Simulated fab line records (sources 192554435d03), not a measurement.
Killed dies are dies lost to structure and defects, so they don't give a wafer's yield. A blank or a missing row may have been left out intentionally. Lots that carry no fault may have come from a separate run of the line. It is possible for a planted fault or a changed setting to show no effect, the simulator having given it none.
Chamber matching	flow n5_finfet	N5_BEOL_M1_ETCH_69 on rie_diel-06: 4 sister chambers
The step etches SiARC in CF4, target depth 15.6 nm, time 26 s. 4 wafers are shown with their chamber, then 7 later ones without.

WAFERS PAIRED WITH THEIR CHAMBERS
wafer	chamber	showerhead_plenum_p_Torr (Torr)
L085.3	1	2.06
L088.1	0	2.19
L091.1	3	2.22
L091.4	2	2.21

WAFERS WHOSE CHAMBER IS MISSING
wafer	showerhead_plenum_p_Torr (Torr)
L091.5	2.05
L095.2	2.19
L095.4	2.20
L095.6	2.05
L096.1	2.20
L096.5	2.21
L096.6	2.20

EACH ONE'S CHAMBER
wafer	from the rows above	in truth
L091.5	1	1
L095.2	0	0
L095.4	can't be placed: 2 or 0 or 3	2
L095.6	1	1
L096.1	can't be placed: 2 or 0 or 3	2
L096.5	can't be placed: 2 or 3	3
L096.6	can't be placed: 2 or 0 or 3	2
3 of 7 placed correctly. Cannot be placed on the basis of these rows: 4; the candidates contain the true chamber in 4. Number placed wrongly: 0.
How it was worked out, from the rows above alone: a wafer's distance from a chamber is the root of the sum, over the readings, of the square of ((its reading less the chamber's mean) divided by the reading's scatter). If the next closest chamber is less than 2 further off than the closest, the wafer can't be placed; otherwise it belongs to the closest. Each chamber's mean is taken over the wafers shown for it. The scatter (one wafer shown for each chamber): square how far every hidden wafer sits from the nearest shown wafer, average those squares and take the square root.
